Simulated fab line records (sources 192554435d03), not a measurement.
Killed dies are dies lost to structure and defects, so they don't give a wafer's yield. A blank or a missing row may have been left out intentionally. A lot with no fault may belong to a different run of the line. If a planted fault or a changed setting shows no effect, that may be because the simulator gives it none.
Which tool was responsible? | flow n5_finfet | 72 wafers from 24 lots sampled at 6 of the route's 1938 steps

## WHAT EACH GAUGE READ, for each wafer
N5_MOL_CONTACT_COAG_CD_MEAS_101: the cd target is 16 nm.
lot  | measured     | on        | cd_nm (nm)
L074 | day 5 14:34  | cd_sem-02 | 16.1 16.0 16.4
L075 | day 5 14:55  | cd_sem-03 | 15.7 15.4 15.7
L076 | day 5 18:22  | cd_sem-02 | 16.5 15.6 15.8
L077 | day 6 04:40  | cd_sem-03 | 15.8 15.9 16.1
L078 | day 6 15:34  | cd_sem-02 | 16.4 15.8 16.1
L079 | day 6 19:38  | cd_sem-03 | 15.9 15.8 16.3
L081 | day 6 23:30  | cd_sem-03 | 15.8 15.7 16.6
L080 | day 7 03:47  | cd_sem-02 | 15.6 15.8 15.7
L082 | day 7 06:48  | cd_sem-03 | 15.7 15.5 15.9
L083 | day 7 16:26  | cd_sem-01 | 15.7 16.1 15.8
L084 | day 7 16:38  | cd_sem-03 | 16.1 15.9 15.7
L085 | day 7 23:44  | cd_sem-03 | 15.6 15.7 15.8
L086 | day 8 03:57  | cd_sem-02 | 15.4 16.0 15.7
L087 | day 8 15:04  | cd_sem-02 | 15.5 15.6 15.8
L088 | day 8 19:41  | cd_sem-03 | 15.9 16.5 16.3
L089 | day 8 22:10  | cd_sem-02 | 15.6 16.4 16.3
L090 | day 9 05:38  | cd_sem-03 | 15.5 15.7 15.3
L091 | day 9 11:24  | cd_sem-02 | 15.7 16.0 16.4
L092 | day 9 21:48  | cd_sem-02 | 16.1 15.9 16.5
L093 | day 10 03:58 | cd_sem-03 | 16.4 16.5 15.8
L094 | day 10 10:14 | cd_sem-03 | 15.4 15.3 15.3
L095 | day 10 19:40 | cd_sem-02 | 16.4 15.4 16.0
L096 | day 11 01:14 | cd_sem-02 | 15.1 15.5 15.9
L097 | day 11 03:05 | cd_sem-03 | 16.0 15.5 16.1

N5_BEOL_M0_SAQP_INSPECT_16: inspects for defects (brightfield).
lot  | measured     | on                | raw_defect_count
L074 | day 5 21:24  | defect_inspect-02 | 527 509 589
L075 | day 5 23:14  | defect_inspect-02 | 475 555 567
L076 | day 6 02:17  | defect_inspect-01 | 430 437 506
L077 | day 6 10:06  | defect_inspect-02 | 521 419 537
L078 | day 6 21:57  | defect_inspect-02 | 267 451 391
L079 | day 7 01:26  | defect_inspect-01 | 347 387 581
L081 | day 7 05:16  | defect_inspect-01 | 493 409 386
L080 | day 7 10:34  | defect_inspect-01 | 388 431 478
L082 | day 7 11:53  | defect_inspect-02 | 545 423 396
L083 | day 7 22:30  | defect_inspect-01 | 528 602 553
L084 | day 8 02:36  | defect_inspect-01 | 361 394 409
L085 | day 8 08:19  | defect_inspect-02 | 484 462 466
L086 | day 8 09:24  | defect_inspect-02 | 489 496 573
L087 | day 8 20:32  | defect_inspect-01 | 489 394 497
L088 | day 9 00:46  | defect_inspect-01 | 650 478 637
L089 | day 9 04:20  | defect_inspect-02 | 478 388 303
L090 | day 9 11:14  | defect_inspect-01 | 402 482 412
L091 | day 9 17:22  | defect_inspect-01 | 980 461 727
L092 | day 10 04:47 | defect_inspect-02 | 408 260 267
L093 | day 10 10:28 | defect_inspect-01 | 457 493 448
L094 | day 10 17:32 | defect_inspect-02 | 413 407 433
L095 | day 11 02:03 | defect_inspect-02 | 410 469 539
L096 | day 11 06:11 | defect_inspect-01 | 327 610 394
L097 | day 11 09:12 | defect_inspect-02 | 261 409 351

N5_BEOL_M0_SAQP_INSPECT_42: inspects for defects (brightfield).
lot  | measured     | on                | raw_defect_count
L074 | day 6 02:56  | defect_inspect-01 | 305 307 293
L075 | day 6 03:48  | defect_inspect-01 | 415 420 431
L076 | day 6 06:28  | defect_inspect-01 | 389 354 486
L077 | day 6 16:08  | defect_inspect-02 | 257 265 302
L078 | day 7 01:55  | defect_inspect-02 | 151 294 281
L079 | day 7 06:01  | defect_inspect-02 | 247 249 437
L081 | day 7 09:13  | defect_inspect-01 | 250 198 223
L080 | day 7 14:50  | defect_inspect-02 | 338 375 369
L082 | day 7 15:44  | defect_inspect-01 | 340 269 201
L083 | day 8 02:43  | defect_inspect-02 | 192 325 271
L084 | day 8 06:47  | defect_inspect-02 | 215 199 175
L085 | day 8 14:10  | defect_inspect-01 | 320 288 228
L086 | day 8 16:08  | defect_inspect-02 | 336 357 517
L087 | day 9 02:04  | defect_inspect-02 | 389 403 425
L088 | day 9 05:31  | defect_inspect-01 | 301 235 352
L089 | day 9 08:52  | defect_inspect-02 | 295 209 177
L090 | day 9 15:15  | defect_inspect-01 | 181 333 238
L091 | day 9 21:16  | defect_inspect-01 | 213 212 308
L092 | day 10 08:49 | defect_inspect-02 | 310 223 203
L093 | day 10 15:22 | defect_inspect-02 | 270 313 226
L094 | day 10 21:37 | defect_inspect-01 | 259 232 319
L095 | day 11 07:19 | defect_inspect-01 | 338 402 466
L096 | day 11 12:44 | defect_inspect-02 | 200 198 265
L097 | day 11 15:23 | defect_inspect-01 | 197 197 294

## WHAT TOOL EACH LOT RAN ON (gives the tool, then ch and the chambers of the sampled wafers, and finally the start)
lot  | N5_MOL_CONTACT_COAG_CMP_52    | N5_BEOL_M0_SAQP_DESCUM_19          | N5_BEOL_M0_SAQP_ETCH_101
L074 | cmp-03 ch 1,2,3, day 5 15:06  | rie_diel-02 ch 0,1,2, day 5 21:26  | rie_diel-01 ch 0,1,2, day 5 23:13
L075 | cmp-01 ch 0,1, day 5 15:22    | rie_diel-03 ch 0,1, day 5 23:16    | rie_diel-02 ch 1,2,3, day 6 00:59
L076 | cmp-02 ch 0,2, day 5 18:49    | rie_diel-02 ch 2,3, day 6 02:19    | rie_diel-01 ch 0,1,3, day 6 04:15
L077 | cmp-01 ch 0,1,2, day 6 05:14  | rie_diel-03 ch 1,2, day 6 10:08    | rie_diel-01 ch 2,3, day 6 12:47
L078 | cmp-02 ch 0,2,3, day 6 16:01  | rie_diel-03 ch 1,2,3, day 6 21:59  | rie_diel-01 ch 0,1,3, day 6 23:38
L079 | cmp-03 ch 0,1,2, day 6 20:08  | rie_diel-03 ch 0,1,3, day 7 01:28  | rie_diel-03 ch 0,1, day 7 03:43
L081 | cmp-01 ch 1,2,3, day 6 23:57  | rie_diel-02 ch 0,2,3, day 7 05:18  | rie_diel-03 ch 2,3, day 7 07:04
L080 | cmp-03 ch 1,3, day 7 04:17    | rie_diel-02 ch 2,3, day 7 10:35    | rie_diel-03 ch 1,2,3, day 7 12:25
L082 | cmp-01 ch 0,1, day 7 07:15    | rie_diel-02 ch 0,3, day 7 11:55    | rie_diel-01 ch 0,1, day 7 13:36
L083 | cmp-02 ch 0,2, day 7 17:05    | rie_diel-03 ch 0,2,3, day 7 22:37  | rie_diel-02 ch 0,2, day 8 00:16
L084 | cmp-01 ch 0,3, day 7 17:07    | rie_diel-01 ch 1,2,3, day 8 02:40  | rie_diel-02 ch 1,2,3, day 8 04:30
L085 | cmp-03 ch 0,1,2, day 8 00:13  | rie_diel-03 ch 2,3, day 8 08:32    | rie_diel-01 ch 1,2,3, day 8 12:02
L086 | cmp-02 ch 0,1,2, day 8 04:24  | rie_diel-01 ch 0,1,2, day 8 09:26  | rie_diel-03 ch 0,1,2, day 8 12:15
L087 | cmp-02 ch 0,2,3, day 8 15:34  | rie_diel-02 ch 0,1, day 8 20:34    | rie_diel-01 ch 0,2,3, day 8 23:58
L088 | cmp-02 ch 0,1,3, day 8 20:13  | rie_diel-01 ch 0,1,2, day 9 00:48  | rie_diel-03 ch 2,3, day 9 02:38
L089 | cmp-01 ch 1,2, day 8 22:37    | rie_diel-01 ch 0,1, day 9 04:31    | rie_diel-03 ch 0,2, day 9 06:07
L090 | cmp-03 ch 0,2,3, day 9 06:05  | rie_diel-03 ch 0,1,3, day 9 11:18  | rie_diel-02 ch 0,2,3, day 9 12:56
L091 | cmp-01 ch 1,2, day 9 11:53    | rie_diel-03 ch 0,1,2, day 9 17:23  | rie_diel-01 ch 0,2, day 9 19:05
L092 | cmp-02 ch 1,2, day 9 22:15    | rie_diel-02 ch 0,2,3, day 10 04:49 | rie_diel-03 ch 1,2,3, day 10 06:45
L093 | cmp-03 ch 0,1,2, day 10 04:27 | rie_diel-03 ch 1,2,3, day 10 10:31 | rie_diel-02 ch 1,2,3, day 10 13:05
L094 | cmp-01 ch 1,2,3, day 10 10:42 | rie_diel-01 ch 0,1,2, day 10 17:35 | rie_diel-02 ch 0,1,3, day 10 19:12
L095 | cmp-01 ch 0,1,2, day 10 20:11 | rie_diel-01 ch 2,3, day 11 02:07   | rie_diel-01 ch 0,3, day 11 04:39
L096 | cmp-02 ch 0,1,2, day 11 01:46 | rie_diel-01 ch 0,1, day 11 08:02   | rie_diel-01 ch 1,2,3, day 11 10:20
L097 | cmp-01 ch 0,1, day 11 03:35   | rie_diel-02 ch 2,3, day 11 11:20   | rie_diel-02 ch 0,2,3, day 11 13:09
- N5_MOL_CONTACT_COAG_CMP_52: polishes, stops on SiO2, t overpolish 1.5 s, target thk 66.5 nm.
- N5_BEOL_M0_SAQP_DESCUM_19: chemistry O2, time 7.9 s.
- N5_BEOL_M0_SAQP_ETCH_101: etches SiNx in CH3F/O2, target depth 29.9 nm, time 42.7 s.

## WHAT THE TOOLS THEMSELVES READ (means of the sampled wafers that have a number; where no wafer has one, the mark that the record gives instead)
N5_MOL_CONTACT_COAG_CMP_52.
lot  | tool   | motor_current_A (A) | overpolish_run_s (s) | time_to_endpoint_s (s)
L074 | cmp-03 | 11.4                | 1.499                | 13.4
L075 | cmp-01 | 11.6                | 1.496                | 13.0
L076 | cmp-02 | 12.6                | 1.507                | 15.1
L077 | cmp-01 | 11.3                | 1.503                | 13.3
L078 | cmp-02 | 12.5                | 1.505                | 13.1
L079 | cmp-03 | 13.4                | 1.495                | 12.1
L081 | cmp-01 | 11.1                | 1.500                | 13.5
L080 | cmp-03 | 11.4                | 1.505                | 12.0
L082 | cmp-01 | 11.1                | 1.495                | 15.0
L083 | cmp-02 | 12.5                | 1.501                | 14.2
L084 | cmp-01 | 10.6                | 1.506                | 15.0
L085 | cmp-03 | 13.5                | 1.505                | 10.4
L086 | cmp-02 | 11.6                | 1.498                | 11.2
L087 | cmp-02 | 12.5                | 1.510                | 12.7
L088 | cmp-02 | 11.6                | 1.501                | 14.1
L089 | cmp-01 | 11.1                | 1.503                | 13.2
L090 | cmp-03 | 12.7                | 1.501                | 10.1
L091 | cmp-01 | 11.3                | 1.508                | 13.5
L092 | cmp-02 | 10.5                | 1.498                | 12.5
L093 | cmp-03 | 13.1                | 1.498                | 8.6
L094 | cmp-01 | 11.3                | 1.497                | 15.9
L095 | cmp-01 | 11.1                | 1.486                | 13.7
L096 | cmp-02 | 11.4                | 1.505                | 14.2
L097 | cmp-01 | 11.5                | 1.507                | 14.1

N5_BEOL_M0_SAQP_DESCUM_19.
lot  | tool        | drypump_motor_current_A (A) | oes_product_au (a.u.) | rf_vpp_V (V) | showerhead_plenum_p_Torr (Torr) | throttle_valve_pct (%)
L074 | rie_diel-02 | 5.7                         | 0.79                  | 243.2        | 2.10                            | 20.44
L075 | rie_diel-03 | 5.8                         | 0.72                  | 241.8        | 2.02                            | 20.72
L076 | rie_diel-02 | 5.2                         | 0.92                  | 244.0        | 2.19                            | 20.59
L077 | rie_diel-03 | 5.5                         | 0.75                  | 242.3        | 2.06                            | 20.77
L078 | rie_diel-03 | 5.6                         | 0.74                  | 241.8        | 2.06                            | 20.83
L079 | rie_diel-03 | 5.6                         | 0.74                  | 241.9        | 2.06                            | 20.77
L081 | rie_diel-02 | 5.5                         | 0.85                  | 243.2        | 2.12                            | 20.42
L080 | rie_diel-02 | 5.2                         | 0.89                  | 244.8        | 2.18                            | 20.60
L082 | rie_diel-02 | 5.5                         | 0.90                  | 242.4        | 2.12                            | 20.24
L083 | rie_diel-03 | 5.4                         | 0.75                  | 243.5        | 2.10                            | 20.78
L084 | rie_diel-01 | 6.0                         | 0.74                  | 243.9        | 2.07                            | 20.61
L085 | rie_diel-03 | 5.4                         | 0.76                  | 243.5        | 2.09                            | 20.84
L086 | rie_diel-01 | 5.8                         | 0.74                  | 243.5        | 2.11                            | 20.73
L087 | rie_diel-02 | 5.6                         | 0.78                  | 243.9        | 2.13                            | 20.50
L088 | rie_diel-01 | 5.8                         | 0.73                  | 242.9        | 2.11                            | 20.74
L089 | rie_diel-01 | 5.9                         | 0.72                  | 243.3        | 2.09                            | 20.71
L090 | rie_diel-03 | 5.6                         | 0.80                  | 244.3        | 2.14                            | 20.69
L091 | rie_diel-03 | 5.5                         | 0.81                  | 243.9        | 2.14                            | 20.64
L092 | rie_diel-02 | 5.5                         | 0.83                  | 243.9        | 2.12                            | 20.44
L093 | rie_diel-03 | 5.6                         | 0.79                  | 243.2        | 2.13                            | 20.75
L094 | rie_diel-01 | 5.7                         | 0.73                  | 243.6        | 2.11                            | 20.76
L095 | rie_diel-01 | 6.2                         | 0.73                  | 242.3        | 2.04                            | 20.57
L096 | rie_diel-01 | 5.8                         | 0.71                  | 243.3        | 2.08                            | 20.77
L097 | rie_diel-02 | 5.2                         | 0.84                  | 244.4        | 2.18                            | 20.63

N5_BEOL_M0_SAQP_ETCH_101.
lot  | tool        | drypump_motor_current_A (A) | oes_product_au (a.u.) | rf_vpp_V (V) | showerhead_plenum_p_Torr (Torr) | throttle_valve_pct (%)
L074 | rie_diel-01 | 5.8                         | 0.74                  | 297          | 2.02                            | 16.60
L075 | rie_diel-02 | 5.4                         | 0.84                  | 299          | 2.08                            | 16.56
L076 | rie_diel-01 | 6.1                         | 0.74                  | 298          | 1.97                            | 16.54
L077 | rie_diel-01 | 6.1                         | 0.74                  | 299          | 1.95                            | 16.48
L078 | rie_diel-01 | 6.1                         | 0.73                  | 298          | 1.97                            | 16.55
L079 | rie_diel-03 | 5.6                         | 0.73                  | 301          | 1.96                            | 16.57
L081 | rie_diel-03 | 5.4                         | 0.76                  | 295          | 2.00                            | 16.66
L080 | rie_diel-03 | 5.6                         | 0.74                  | 297          | 1.95                            | 16.71
L082 | rie_diel-01 | 6.0                         | 0.74                  | 298          | 1.99                            | 16.63
L083 | rie_diel-02 | 5.8                         | 0.81                  | 295          | 1.96                            | 16.23
L084 | rie_diel-02 | 5.4                         | 0.79                  | 298          | 2.07                            | 16.59
L085 | rie_diel-01 | 6.0                         | 0.74                  | 298          | 1.98                            | 16.57
L086 | rie_diel-03 | 5.5                         | 0.83                  | 301          | 2.04                            | 16.49
L087 | rie_diel-01 | 5.9                         | 0.73                  | 298          | 1.99                            | 16.58
L088 | rie_diel-03 | 5.4                         | 0.75                  | 294          | 1.99                            | 16.69
L089 | rie_diel-03 | 5.3                         | 0.75                  | 297          | 1.99                            | 16.60
L090 | rie_diel-02 | 5.5                         | 0.84                  | 298          | 2.03                            | 16.40
L091 | rie_diel-01 | 5.6                         | 0.73                  | 296          | 2.03                            | 16.67
L092 | rie_diel-03 | 5.6                         | 0.81                  | 298          | 2.03                            | 16.60
L093 | rie_diel-02 | 5.4                         | 0.78                  | 298          | 2.06                            | 16.61
L094 | rie_diel-02 | 5.5                         | 0.83                  | 302          | 2.05                            | 16.37
L095 | rie_diel-01 | 6.0                         | 0.71                  | 298          | 1.96                            | 16.60
L096 | rie_diel-01 | 6.0                         | 0.72                  | 299          | 1.98                            | 16.61
L097 | rie_diel-02 | 5.5                         | 0.82                  | 296          | 2.02                            | 16.42

## THE ANSWER, worked out from the rows above alone
Rule: the usual values come from the lots themselves. The widest of any qualifying gaps counts: lots, ordered by their means at a reading, are off when they make up no more than a third of the lots, leave a main group of 4 or more, and stand apart from it by 3 or more times the standard deviation of that group's means. The tables above print the reading to a certain number of digits; a main group whose means all agree to those digits is not used. A lot without any number at a reading at which 4 lots or more have one is off too. All remaining lots with rows at the step are treated as sound. After the gauges, taken in route order, come the tools' own readings; for these a lot's mean is taken, as printed above. The first step at which some lot is off is used, and at that step the reading that is off furthest; a lot without a number counts as furthest.
No lot is off on any of the readings shown, so nothing can be concluded from this.

## WHAT THE SIMULATOR HAD INSERTED
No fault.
